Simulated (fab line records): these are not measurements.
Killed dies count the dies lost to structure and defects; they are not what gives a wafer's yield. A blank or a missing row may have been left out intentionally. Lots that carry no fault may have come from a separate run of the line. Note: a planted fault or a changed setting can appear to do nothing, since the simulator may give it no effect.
Split-lot study ; flow n5 finfet ; route with 1938 steps; 7 lots, 21 wafers read

ON THE SPLIT
At N5_MOL_CONTACT_COAG_COAT_02 (resist thk 30 nm), the setting spin rpm was moved away from the recipe's 1500 rpm on 4 of the 21 wafers read, by -9.8% to +7.4%. All remaining wafers had this setting at the recipe value.

FROM THE SPLIT TO THE READING: what the file shows between them, 4 steps
- N5_MOL_CONTACT_COAG_EBR_04
- N5_MOL_CONTACT_COAG_SOFTBAKE_03: time 60 s
- N5_MOL_CONTACT_COAG_EXPOSE_05: exposes mask CA, defocus 0 nm
- N5_MOL_CONTACT_COAG_PEB_06: peb time 60 s

THE READING
CAR-EUV_of_MOL_CONTACT_COAG_COAT_02.thk nm (the simulator's own value, which no gauge read), in nm, at N5_MOL_CONTACT_COAG_DEVELOP_07 (develop time 30 s). No usual value for it is given in the file. Average 29.6 nm, standard deviation 0.1 nm, over the 17 wafers here run with the recipe.

wafer;tool, chamber at the split;spin rpm as run, rpm;against the recipe;CAR-EUV_of_MOL_CONTACT_COAG_COAT_02.thk nm, nm;against lot-mates on the recipe
L078.1;litho track-05, 0;1500;recipe;29.6;-
L078.3;litho track-05, 0;1353;-9.8%;31;+1.4
L078.6;litho track-05, 0;1353;-9.8%;31.2;+1.6
L079.1;litho track-04, 0;1500;recipe;29.4;-
L079.6;litho track-04, 0;1500;recipe;29.4;-
L079.3;litho track-04, 0;1500;recipe;29.6;-
L081.3;litho track-02, 0;1500;recipe;29.6;-
L081.6;litho track-02, 0;1500;recipe;29.6;-
L081.5;litho track-02, 0;1500;recipe;29.8;-
L088.1;litho track-02, 0;1500;recipe;29.4;-
L088.3;litho track-02, 0;1500;recipe;29.6;-
L088.4;litho track-02, 0;1500;recipe;29.6;-
L090.2;litho track-02, 0;1500;recipe;29.6;-
L090.4;litho track-02, 0;1500;recipe;29.6;-
L090.5;litho track-02, 0;1500;recipe;29.4;-
L092.1;litho track-04, 0;1500;recipe;29.6;-
L092.3;litho track-04, 0;1500;recipe;29.6;-
L092.5;litho track-04, 0;1500;recipe;29.6;-
L095.1;litho track-05, 0;1500;recipe;29.6;-
L095.3;litho track-05, 0;1611;+7.4%;28.6;-1.0
L095.6;litho track-05, 0;1611;+7.4%;28.4;-1.2

THE FIT
A straight line over all 21 wafers: CAR-EUV_of_MOL_CONTACT_COAG_COAT_02.thk nm changes by -0.152 nm for each +1% of spin rpm; r = -0.98; the points scatter about the line by 0.11 nm.
The same after taking each lot's own level away (the mean of its wafers on the recipe; 21 wafers): -0.151 nm for each +1%; r = -0.99; scatter 0.088 nm.
That fit puts the effect of the largest move of spin rpm on the reading at 1.5 nm.
Across the lots, their own levels run from 29.47 to 29.67 nm, a range of 2.0 times the standard deviation given above.
The two slopes agree, so the slope changes little with the lot-to-lot level.
Check: with one of the wafers moved furthest among these (-9.8%) left out of the fit, the line predicts +1.53 nm for it against its lot-mates. It came out at +1.4 nm against them.

THE OTHER SPLITS THESE WAFERS WENT THROUGH
These wafers also went through other splits before the reading. Each is held against what the fit with the lots' levels taken away leaves over:
other split on the same wafers;wafers away from the commonest value;r with CAR-EUV_of_MOL_CONTACT_COAG_COAT_02.thk nm (lot level and that fit taken away)
N5_SDB_COAT_03 spin rpm;4;+0.04
N5_HKMG_FIN_EXPOSE_46 dose mj;11;-0.15
N5_HKMG_FIN_ETCH_54 source w;9;+0.08
N5_GATE_CUT_ETCH_56 bias w;7;+0.37

THE WHOLE CHAIN: every reading that the file lists as answering this split, in the file's order
step;what it does;reading;change (the file's fit);r (the file's)
N5_MOL_CONTACT_COAG_COAT_02;resist thk 30 nm;CAR-EUV_of_MOL_CONTACT_COAG_COAT_02.thk nm (the simulator's own value, which no gauge read);-0.16 nm for each +1% of the setting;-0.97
N5_MOL_CONTACT_COAG_DEVELOP_07;develop time 30 s;CAR-EUV_of_MOL_CONTACT_COAG_COAT_02.thk nm (the simulator's own value, which no gauge read);-0.151 nm for each +1% of the setting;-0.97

FILE'S OWN FIT
CAR-EUV_of_MOL_CONTACT_COAG_COAT_02.thk nm changes by -0.151 nm for each +1% of spin rpm, r = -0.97.
